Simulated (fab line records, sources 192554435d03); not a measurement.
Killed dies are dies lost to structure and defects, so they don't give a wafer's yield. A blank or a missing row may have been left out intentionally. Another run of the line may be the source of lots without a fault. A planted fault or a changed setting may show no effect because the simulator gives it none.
Chamber matching || flow n5_finfet || rie_diel-04 running N5_BEOL_M2_STRIP_19: 4 sister chambers
The step strips in O2. 8 wafers are shown with their chamber, then 10 later ones without.

## EACH WAFER AND ITS CHAMBER
{"wafer": "L080.5", "chamber": 2, "showerhead_plenum_p_Torr (Torr)": 2.23, "drypump_motor_current_A (A)": 6.3}
{"wafer": "L083.3", "chamber": 0, "showerhead_plenum_p_Torr (Torr)": 2.08, "drypump_motor_current_A (A)": 5.0}
{"wafer": "L083.4", "chamber": 2, "showerhead_plenum_p_Torr (Torr)": 2.23, "drypump_motor_current_A (A)": 6.3}
{"wafer": "L085.1", "chamber": 3, "showerhead_plenum_p_Torr (Torr)": 2.14, "drypump_motor_current_A (A)": 6.2}
{"wafer": "L085.3", "chamber": 0, "showerhead_plenum_p_Torr (Torr)": 2.08, "drypump_motor_current_A (A)": 5.0}
{"wafer": "L085.4", "chamber": 1, "showerhead_plenum_p_Torr (Torr)": 2.14, "drypump_motor_current_A (A)": 5.8}
{"wafer": "L086.1", "chamber": 3, "showerhead_plenum_p_Torr (Torr)": 2.14, "drypump_motor_current_A (A)": 6.3}
{"wafer": "L086.3", "chamber": 1, "showerhead_plenum_p_Torr (Torr)": 2.13, "drypump_motor_current_A (A)": 5.8}

## WAFERS WHOSE CHAMBER IS MISSING
{"wafer": "L086.5", "showerhead_plenum_p_Torr (Torr)": 2.22, "drypump_motor_current_A (A)": 6.2}
{"wafer": "L087.3", "showerhead_plenum_p_Torr (Torr)": 2.13, "drypump_motor_current_A (A)": 5.8}
{"wafer": "L087.4", "showerhead_plenum_p_Torr (Torr)": 2.07, "drypump_motor_current_A (A)": 5.0}
{"wafer": "L087.5", "showerhead_plenum_p_Torr (Torr)": 2.22, "drypump_motor_current_A (A)": 6.3}
{"wafer": "L089.1", "showerhead_plenum_p_Torr (Torr)": 2.07, "drypump_motor_current_A (A)": 5.0}
{"wafer": "L089.4", "showerhead_plenum_p_Torr (Torr)": 2.22, "drypump_motor_current_A (A)": 6.3}
{"wafer": "L089.6", "showerhead_plenum_p_Torr (Torr)": 2.07, "drypump_motor_current_A (A)": 5.0}
{"wafer": "L093.3", "showerhead_plenum_p_Torr (Torr)": 2.13, "drypump_motor_current_A (A)": 5.8}
{"wafer": "L093.4", "showerhead_plenum_p_Torr (Torr)": 2.13, "drypump_motor_current_A (A)": 6.3}
{"wafer": "L093.5", "showerhead_plenum_p_Torr (Torr)": 2.13, "drypump_motor_current_A (A)": 5.8}

## CHAMBER TAKEN BY EACH
{"wafer": "L086.5", "from the rows above": 2, "in truth": 2}
{"wafer": "L087.3", "from the rows above": 1, "in truth": 1}
{"wafer": "L087.4", "from the rows above": 0, "in truth": 0}
{"wafer": "L087.5", "from the rows above": 2, "in truth": 2}
{"wafer": "L089.1", "from the rows above": 0, "in truth": 0}
{"wafer": "L089.4", "from the rows above": 2, "in truth": 2}
{"wafer": "L089.6", "from the rows above": 0, "in truth": 0}
{"wafer": "L093.3", "from the rows above": 1, "in truth": 1}
{"wafer": "L093.4", "from the rows above": 3, "in truth": 3}
{"wafer": "L093.5", "from the rows above": 1, "in truth": 1}
10 of 10 placed correctly. From these rows, 0 cannot be placed. Wrongly placed: 0.
How it was worked out, from the rows above alone: a wafer's distance from a chamber is the root of the sum, over the readings, of the square of ((its reading less the chamber's mean) divided by the reading's scatter). The wafer belongs to the nearest chamber; if the next one is less than 2 further off, it can't be placed. For every chamber, the mean is computed from those of its wafers that are shown. The scatter: the root of (the sum of the squares of (reading less its chamber's mean) over the shown wafers, divided by (wafers less chambers)).
